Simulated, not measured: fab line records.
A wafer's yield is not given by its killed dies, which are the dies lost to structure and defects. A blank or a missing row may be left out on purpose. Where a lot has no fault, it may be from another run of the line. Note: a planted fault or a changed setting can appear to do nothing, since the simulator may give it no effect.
Chamber matching    flow n5_finfet    rie_si-06 running N5_DUMMY_GATE_ETCH_32: 4 sister chambers
The step etches SiO2 in CF4, target depth 3.5 nm, time 3.9 s. 8 wafers are shown with their chamber, then 8 later ones without.

## EACH WAFER AND ITS CHAMBER
wafer   chamber  drypump_motor_current_A (A)  he_backside_leak_sccm (sccm)
L087.2  2        5.8                          3.3
L088.3  3        5.3                          2.9
L089.1  0        6.6                          2.5
L089.2  1        6.7                          2.6
L089.5  1        6.7                          2.5
L091.1  2        5.8                          3.2
L091.2  3        5.2                          3.1
L091.6  0        6.6                          2.5

## WAFERS WITH NO CHAMBER GIVEN
wafer   drypump_motor_current_A (A)  he_backside_leak_sccm (sccm)
L092.2  5.3                          3.1
L092.3  6.6                          2.5
L094.2  5.3                          3.0
L094.3  6.6                          2.4
L094.5  6.6                          2.4
L095.1  5.3                          2.9
L095.3  6.6                          2.3
L095.6  6.7                          2.5

## WHICH CHAMBER EACH WENT THROUGH
wafer    from the rows above       in truth
L092.2   3                         3
L092.3   0                         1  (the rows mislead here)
L094.2   3                         3
L094.3   0                         0
L094.5   0                         0
L095.1   3                         3
L095.3   can't be placed: 0 or 1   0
L095.6   1                         1
6 of 8 placed correctly. Not placeable from these rows: 1 (in 1, the candidates include the true chamber). Placed wrongly: 1.
How it was worked out, from the rows above alone: a wafer's distance from a chamber is the root of the sum, over the readings, of the square of ((its reading less the chamber's mean) divided by the reading's scatter). The wafer belongs to the nearest chamber; if the next one is less than 2 further off, it can't be placed. A chamber's mean is the mean of its shown wafers. How the scatter is found: for the shown wafers, subtract from each reading the mean of its chamber, square and add these, divide the total by (wafers less chambers), then take the root.
